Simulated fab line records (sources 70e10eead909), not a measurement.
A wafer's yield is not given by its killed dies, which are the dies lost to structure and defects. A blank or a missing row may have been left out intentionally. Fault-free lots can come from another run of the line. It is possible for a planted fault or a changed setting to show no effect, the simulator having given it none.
fab line records -- flow nandHarc
record: lots: 6, wafers: 18, lastDay: 32
route steps=1302 shown P_M0@264
lots that met no fault: taken from a fault-free run of the same line
startH: hours from the record's first day to the start of the lot's first wafer shown -- waitH: how many hours have passed since the lot's step before this one -- " repeats the value in the row above -- L1.1+2: one row covering several wafers at once -- - no value, or no start was given -- * or withheld: withheld -- < > ~ a bound
route shown NAME@n: a module of which the file shows steps, and the number in the route of the first -- usual: mean/standard deviation taken from wafers without a fault -- same: alike in all rows -- chamber/n: place in a boat -- sites: each site's reading -- _std_site: how widely they spread, as a standard deviation -- _edge_site: mean of outer sites minus mean of inner sites -- radiusMm: how far each site lies from the wafer's centre -- mask NAME#n: copy n -- behind: the last tool/chamber to shape the wafer -- hold: the reason the lot was held/the length of the hold in hours/how it ended -- device: whichever transistor did not switch (one of n, p or np) -- end of line: at the end of the route, the tests of the same wafers -- a step without rows: its recipe alone -- killed: at the first sort, the dies lost to defects and structure; wafer yield is something else -- map: shows each die of a wafer: x if killed, . if not, _ if none is there
set.NAME: the run value of the setting; set.NAME@STEP: its run value at that earlier step -- model.NAME: the simulator's own value behind a step, which no gauge read
certain route steps with their lots: each step a table, each wafer a row
services: the hour from which a tool's chamber was out of use, counted from the record's first day as startH (under 0 if before that day), plus the number of hours and why
== steps ==
step: NHARC_P_M0_OVL_MEAS_10
recipe: pitchNm: 180
usual: overlayXNm: -0.1/0.7, overlayYNm: 0.1/0.8
lot.wafer,tool,chamber,startH,waitH,overlayXNm,overlayYNm
L975.4,overlay-01,-,142.11,-,1.1,1.0
L975.5,overlay-01,-,142.11,-,0.9,0.4
L975.6,overlay-01,-,142.11,-,1.0,0.6
L979.4,overlay-02,-,176.16,-,1.1,0.8
L979.5,overlay-02,-,176.16,-,0.7,0.7
L979.6,overlay-02,-,176.16,-,1.6,0.4
L980.1,overlay-01,-,188.28,-,0.2,-1.0
L980.5,overlay-01,-,188.28,-,-0.1,-0.5
L980.6,overlay-01,-,188.28,-,0.3,0.1
L987.1,overlay-02,-,264.70,-,-0.2,1.3
L987.2,overlay-02,-,264.70,-,0.1,0.7
L987.4,overlay-02,-,264.70,-,0.2,1.4
L991.2,overlay-02,-,298.10,-,0.7,1.0
L991.3,overlay-02,-,298.10,-,0.4,0.6
L991.6,overlay-02,-,298.10,-,0.4,0.8
L994.3,overlay-01,-,327.19,-,-0.3,0.7
L994.5,overlay-01,-,327.19,-,0.4,0.8
L994.6,overlay-01,-,327.19,-,0.6,1.0
step: NHARC_P_M0_INSPECT_11
usual: rawDefectCount: 4.5/2.4
lot.wafer,tool,chamber,startH,waitH,rawDefectCount
L975.4,defectInspect-02,-,142.14,0.0,8
L975.5,defectInspect-02,-,142.14,0.0,6
L975.6,defectInspect-02,-,142.14,0.0,3
L979.4,defectInspect-02,-,176.19,0.0,6
L979.5,defectInspect-02,-,176.19,0.0,3
L979.6,defectInspect-02,-,176.19,0.0,3
L980.1,defectInspect-02,-,188.31,0.0,4
L980.5,defectInspect-02,-,188.31,0.0,5
L980.6,defectInspect-02,-,188.31,0.0,5
L987.1,defectInspect-02,-,264.74,0.0,4
L987.2,defectInspect-02,-,264.74,0.0,1
L987.4,defectInspect-02,-,264.74,0.0,3
L991.2,defectInspect-02,-,298.14,0.0,7
L991.3,defectInspect-02,-,298.14,0.0,11
L991.6,defectInspect-02,-,298.14,0.0,6
L994.3,defectInspect-01,-,327.22,0.0,9
L994.5,defectInspect-01,-,327.22,0.0,1
L994.6,defectInspect-01,-,327.22,0.0,7
step: NHARC_P_M0_DESCUM_14
recipe: timeS: 3, o2FlowSccm: 200, arFlowSccm: 0, biasPowerW: 0, chemistry: O2
step: NHARC_P_M0_ETCH_34
recipe: targetDepthA: 400, overetchA: 120, timeS: 43.94, ionEnergyEv: 200, n2FlowSccm: 150, h2FlowSccm: 150, arFlowSccm: 0, rfW: 400, biasW: 150, chemistry: N2/H2
usual: drypumpMotorCurrentA: 5.8/0.36, oesProductAu: 1.002/0.012, rfVppV: 430.9/1.9, showerheadPlenumPTorr: 2.06/0.062, throttleValvePct: 14.171/0.009
lot.wafer,tool,chamber,startH,waitH,drypumpMotorCurrentA,oesProductAu,rfHoursCounterH,rfVppV,showerheadPlenumPTorr,throttleValvePct
L975.4,rieDiel-11,3,142.31,0.1,6.3,1.003,8,433.5,2.17,14.167
L975.6,rieDiel-11,0,142.31,0.1,5.8,0.997,-,431.3,2.02,14.174
L975.5,rieDiel-11,1,142.31,0.1,6.0,1.015,-,431.5,2.10,14.168
L979.4,rieDiel-11,1,176.34,0.1,6.0,1.021,18,431.4,2.09,14.177
L979.6,rieDiel-11,1,176.34,0.1,6.0,1.018,-,432.0,2.09,14.163
L979.5,rieDiel-11,2,176.34,0.1,5.4,0.999,-,432.4,2.10,14.171
L980.1,rieDiel-10,2,188.48,0.1,5.7,0.982,43,429.6,2.03,14.152
L980.5,rieDiel-10,3,188.48,0.1,6.2,1.002,-,430.7,2.02,14.161
L980.6,rieDiel-10,0,188.48,0.1,5.7,0.993,-,429.0,2.02,14.185
L987.1,rieDiel-11,3,264.90,0.1,6.2,1.018,0,433.6,2.16,14.173
L987.2,rieDiel-11,2,264.90,0.1,5.4,0.985,0,431.8,2.10,14.176
L987.4,rieDiel-11,0,264.90,0.1,5.8,0.996,-,428.5,2.01,14.189
L991.2,rieDiel-10,0,298.30,0.1,5.7,0.996,18,427.9,2.00,14.178
L991.3,rieDiel-10,3,298.30,0.1,6.2,1.010,12,428.6,2.01,14.168
L991.6,rieDiel-10,3,298.30,0.1,6.2,1.013,-,429.7,2.01,14.154
L994.3,rieDiel-11,1,327.38,0.1,6.0,0.998,9,431.8,2.08,14.168
L994.5,rieDiel-11,3,327.38,0.1,6.2,1.027,-,433.4,2.15,14.164
L994.6,rieDiel-11,0,327.38,0.1,5.8,1.009,-,431.3,2.01,14.172
step: NHARC_P_M0_ETCH_15
recipe: targetDepthA: 1500, overetchA: 150, timeS: 82.5, c4f8FlowSccm: withheld, arFlowSccm: 400, rfW: 600, biasW: 300, chemistry: C4F8/Ar
usual: oesProductAu: 0.956/0.022, rfVppV: 441.4/1.8
lot.wafer,tool,chamber,startH,waitH,oesProductAu,rfHoursCounterH,rfVppV
L975.4,rieDiel-11,3,-,-,0.958,8,444.7
L975.6,rieDiel-11,1,-,-,0.977,-,442.4
L975.5,rieDiel-11,2,-,-,0.957,-,442.3
L979.4,rieDiel-11,3,-,-,0.960,16,443.8
L979.6,rieDiel-11,0,-,-,0.985,-,440.4
L979.5,rieDiel-11,1,-,-,1.002,-,442.6
L980.1,rieDiel-10,0,-,-,0.912,52,440.8
L980.6,rieDiel-10,3,-,-,0.936,-,439.4
L980.5,rieDiel-10,0,-,-,0.915,-,440.9
L987.1,rieDiel-11,3,-,-,0.978,0,444.6
L987.2,rieDiel-11,0,-,-,0.939,0,439.7
L987.4,rieDiel-11,2,-,-,0.955,-,441.2
L991.2,rieDiel-10,3,-,-,0.971,12,441.4
L991.3,rieDiel-10,0,-,-,0.955,18,440.9
L991.6,rieDiel-10,0,-,-,0.957,-,439.5
L994.3,rieDiel-11,0,-,-,0.961,10,439.4
L994.6,rieDiel-11,2,-,-,0.961,-,442.4
L994.5,rieDiel-11,3,-,-,0.987,-,444.0
step: NHARC_P_M0_CD_MEAS_16
usual: cdNm: 89.3/1.1
lot.wafer,tool,chamber,startH,waitH,cdNm
L975.4,cdSem-01,-,142.57,-,87.6
L975.5,cdSem-01,-,142.57,-,88.1
L975.6,cdSem-01,-,142.57,-,90.3
L979.4,cdSem-03,-,176.59,-,89.0
L979.5,cdSem-03,-,176.59,-,90.7
L979.6,cdSem-03,-,176.59,-,88.6
L980.1,cdSem-01,-,188.69,-,87.2
L980.5,cdSem-01,-,188.69,-,89.3
L980.6,cdSem-01,-,188.69,-,87.1
L987.1,cdSem-03,-,265.14,-,89.0
L987.2,cdSem-03,-,265.14,-,91.0
L987.4,cdSem-03,-,265.14,-,90.1
L991.2,cdSem-03,-,298.55,-,88.7
L991.3,cdSem-03,-,298.55,-,89.9
L991.6,cdSem-03,-,298.55,-,89.8
L994.3,cdSem-03,-,327.59,-,89.4
L994.5,cdSem-03,-,327.59,-,90.3
L994.6,cdSem-03,-,327.59,-,91.3
step: NHARC_P_M0_STRIP_18
recipe: powerW: 1000, n2FlowSccm: 150, h2FlowSccm: 150, arFlowSccm: 0, biasW: 0, chemistry: N2/H2
usual: drypumpMotorCurrentA: 5.8/0.37, oesProductAu: 1.005/0.012, rfVppV: 90.8/0.91, showerheadPlenumPTorr: 2.07/0.06, throttleValvePct: 14.172/0.009
lot.wafer,tool,chamber,startH,waitH,drypumpMotorCurrentA,oesProductAu,rfHoursCounterH,rfVppV,showerheadPlenumPTorr,throttleValvePct
L975.4,rieDiel-11,1,142.72,0.1,6.0,1.019,9,92.0,2.10,14.173
L975.5,rieDiel-11,2,142.72,0.1,5.3,1.006,-,89.7,2.11,14.179
L975.6,rieDiel-11,3,142.72,0.1,6.3,0.998,-,91.0,2.17,14.146
L979.4,rieDiel-11,2,176.70,0.1,5.4,1.001,15,91.1,2.10,14.161
L979.5,rieDiel-11,0,176.70,0.1,5.8,0.990,-,91.5,2.01,14.154
L979.6,rieDiel-11,1,176.70,0.1,6.0,1.024,-,91.2,2.09,14.166
L980.1,rieDiel-11,2,188.79,0.1,5.3,0.994,17,91.6,2.10,14.168
L980.5,rieDiel-11,2,188.79,0.1,5.3,0.998,-,90.8,2.10,14.179
L980.6,rieDiel-11,3,188.79,0.1,6.3,0.991,-,91.7,2.16,14.171
L987.2,rieDiel-10,0,265.22,0.1,5.7,1.006,4,89.7,2.01,14.167
L987.4,rieDiel-10,1,265.22,0.1,5.0,0.988,5,91.1,2.09,14.176
L987.1,rieDiel-10,3,265.22,0.1,6.2,1.017,3,90.6,2.02,14.181
L991.2,rieDiel-10,0,298.66,0.1,5.7,1.001,18,89.5,2.00,14.168
L991.3,rieDiel-10,1,298.66,0.1,5.0,0.991,21,89.6,2.08,14.167
L991.6,rieDiel-10,0,298.66,0.1,5.7,1.001,-,90.9,2.00,14.188
L994.3,rieDiel-11,1,327.71,0.1,6.0,1.005,9,92.0,2.08,14.166
L994.6,rieDiel-11,3,327.71,0.1,6.2,1.023,-,91.8,2.15,14.170
L994.5,rieDiel-11,0,327.71,0.1,5.8,1.010,-,91.6,2.01,14.164
step: NHARC_P_M0_STRIP_19
recipe: timeS: 600, tempC: 30, chemistry: postEtchResidueRemover
step: NHARC_P_M0_DEGAS_28
recipe: tempC: 250, timeS: 60
step: NHARC_P_M0_PRE_CLEAN_29
recipe: timeS: 30, tempC: 280, gas: H2/He
usual: heaterPowerW: 414/33
lot.wafer,tool,chamber,startH,waitH,heaterPowerW
L975.4,pvdSputter-01,-,-,-,459
L975.6,pvdSputter-01,-,-,-,424
L975.5,pvdSputter-01,-,-,-,460
L979.4,pvdSputter-01,-,-,-,458
L979.6,pvdSputter-01,-,-,-,420
L979.5,pvdSputter-01,-,-,-,458
L980.1,pvdSputter-02,-,-,-,401
L980.5,pvdSputter-02,-,-,-,380
L980.6,pvdSputter-02,-,-,-,422
L987.2,pvdSputter-02,-,-,-,396
L987.1,pvdSputter-02,-,-,-,375
L987.4,pvdSputter-02,-,-,-,421
L991.2,pvdSputter-02,-,-,-,425
L991.3,pvdSputter-02,-,-,-,368
L991.6,pvdSputter-02,-,-,-,420
L994.3,pvdSputter-02,-,-,-,423
L994.5,pvdSputter-02,-,-,-,414
L994.6,pvdSputter-02,-,-,-,407
step: NHARC_P_M0_PVD_20
recipe: targetThkA: 50, biasV: 168.6, powerW: 15000, chamberPressurePa: 0.12, timeS: 8.06, substrateTempC: 50, material: TaN
step: NHARC_P_M0_PVD_21
recipe: targetThkA: 300, chamberPressurePa: 5, powerW: 5000, substrateTempC: 30, timeS: 20.49, material: Cu
usual: throttleValvePct: 30.5/0.88
lot.wafer,tool,chamber,startH,waitH,throttleValvePct
L975.4,pvdSputter-01,-,-,-,30.5
L975.5,pvdSputter-01,-,-,-,31.9
L975.6,pvdSputter-01,-,-,-,29.3
L979.4,pvdSputter-01,-,-,-,30.4
L979.6,pvdSputter-01,-,-,-,29.2
L979.5,pvdSputter-01,-,-,-,30.5
L980.1,pvdSputter-02,-,-,-,29.9
L980.6,pvdSputter-02,-,-,-,31.4
L980.5,pvdSputter-02,-,-,-,30.4
L987.4,pvdSputter-02,-,-,-,31.4
L987.2,pvdSputter-02,-,-,-,30.3
L987.1,pvdSputter-02,-,-,-,29.9
L991.3,pvdSputter-02,-,-,-,30.0
L991.2,pvdSputter-02,-,-,-,31.2
L991.6,pvdSputter-02,-,-,-,32.1
L994.3,pvdSputter-02,-,-,-,29.0
L994.5,pvdSputter-02,-,-,-,30.4
L994.6,pvdSputter-02,-,-,-,31.0
step: NHARC_P_M0_ECD_22
recipe: targetThkA: 4000, bathTempC: 25, material: Cu
usual: bathHeatDutyPct: 6.3/0.9
lot.wafer,tool,chamber,startH,waitH,bathHeatDutyPct
L975.4,ecdCu-02,0,143.69,-,5.5
L975.5,ecdCu-02,1,143.69,-,6.5
L975.6,ecdCu-02,0,143.69,-,5.4
L979.4,ecdCu-01,0,177.67,-,5.6
L979.5,ecdCu-01,0,177.67,-,4.8
L979.6,ecdCu-01,1,177.67,-,6.9
L980.1,ecdCu-01,0,189.71,-,5.4
L980.6,ecdCu-01,0,189.71,-,5.2
L980.5,ecdCu-01,1,189.71,-,5.7
L987.2,ecdCu-02,1,266.12,-,7.8
L987.1,ecdCu-02,0,266.12,-,5.6
L987.4,ecdCu-02,0,266.12,-,7.0
L991.2,ecdCu-01,0,299.62,-,5.2
L991.3,ecdCu-01,0,299.62,-,5.3
L991.6,ecdCu-01,0,299.62,-,5.6
L994.3,ecdCu-02,0,328.66,-,5.3
L994.6,ecdCu-02,0,328.66,-,6.9
L994.5,ecdCu-02,1,328.66,-,6.5
step: NHARC_P_M0_ANNEAL_30
recipe: tempC: 225, timeS: 90
step: NHARC_P_M0_CMP_23
recipe: tOverpolishS: 20, targetThkNm: 117.54
usual: motorCurrentA: 11.7/1.4, padLifeWafers: 181/110, slurryFlowMlMin: 150.0/0.48, timeToEndpointS: 28.8/2.6
lot.wafer,tool,chamber,startH,waitH,motorCurrentA,padLifeWafers,slurryFlowMlMin,timeToEndpointS
L975.4,cmp-01,1,144.27,-,9.8,198,149.7,27.8
L975.5,cmp-01,1,144.27,-,10.3,-,150.6,24.9
L975.6,cmp-01,2,144.27,-,12.7,-,149.5,27.4
L979.4,cmp-02,0,178.35,-,12.3,134,150.0,10.5
L979.6,cmp-02,2,178.35,-,12.0,-,150.1,30.7
L979.5,cmp-02,3,178.35,-,13.8,-,149.2,12.4
L980.1,cmp-01,1,190.52,-,9.6,3,149.9,6.0
L980.6,cmp-01,2,190.52,-,12.3,-,149.9,7.7
L980.5,cmp-01,3,190.52,-,12.3,-,149.5,28.3
L987.2,cmp-01,0,266.84,-,11.6,276,149.9,30.8
L987.1,cmp-01,1,266.84,-,10.1,277,150.2,27.4
L987.4,cmp-01,2,266.84,-,12.5,278,149.6,30.8
L991.3,cmp-04,2,300.35,-,10.6,390,150.2,22.6
L991.2,cmp-04,3,300.35,-,12.6,391,149.6,21.3
L991.6,cmp-04,2,300.35,-,11.0,-,149.1,22.4
L994.3,cmp-02,0,329.31,-,11.8,355,150.7,29.3
L994.5,cmp-02,3,329.31,-,13.9,-,150.2,32.8
L994.6,cmp-02,0,329.31,-,12.0,-,149.8,30.6
== services ==
tool,chamber,startH,hours,kind
rieDiel-10,3,125.96,7.4,repair
cmp-02,-,134.62,4.0,pm
ecdCu-01,-,141.98,4.4,repair
rieDiel-11,2,148.19,4.6,repair
pvdSputter-01,-,158.12,1.4,repair
ecdCu-01,-,160.00,8.0,pm
pvdSputter-02,-,169.53,5.6,repair
rieDiel-10,1,184.91,2.1,repair
cmp-01,-,185.50,4.0,pm
rieDiel-11,0,187.07,14.1,repair
ecdCu-02,-,196.39,0.7,repair
rieDiel-11,1,214.59,6.3,repair
rieDiel-11,0,225.97,5.3,repair
pvdSputter-01,-,226.03,10.0,pm
pvdSputter-02,-,238.18,2.4,repair
rieDiel-10,-,242.57,9.0,pm
ecdCu-02,-,244.00,8.0,pm
ecdCu-02,-,252.25,0.8,repair
rieDiel-11,-,255.66,9.0,pm
cmp-01,-,258.19,1.1,repair
rieDiel-10,3,275.59,11.2,repair
pvdSputter-02,-,282.01,10.0,pm
cmp-01,-,283.50,4.0,pm
rieDiel-10,2,289.33,49.8,repair
== key ==
firstSign: step: NHARC_P_M0_CMP_23, reading: timeToEndpointS, direction: down, sigmas: 7.6, usual: *, struck: *
effect none on later readings
metAt NHARC_P_M0_ECD_22
struckWafers L979.4,L979.5,L980.1,L980.6
laterRowsLeftOut L979.5
sortLeftOut L979.4,L979.5,L980.1,L980.6
fault: kind: processParameterDrift, tool: ecdCu-01, chamber: 0, onsetH: 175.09, steps: NHARC_P_M0_ECD_22, channel: targetThkA, offset: *, shape: step, endH: 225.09, actsIn: *, stated: *
sortLeftOut: the simulated sort isn't trusted on such a fault, so these wafers' sort isn't shown, and their yield isn't known
laterRowsLeftOut: the simulator's readings of these wafers behind a module that went badly wrong aren't trusted and aren't shown, but for the sort
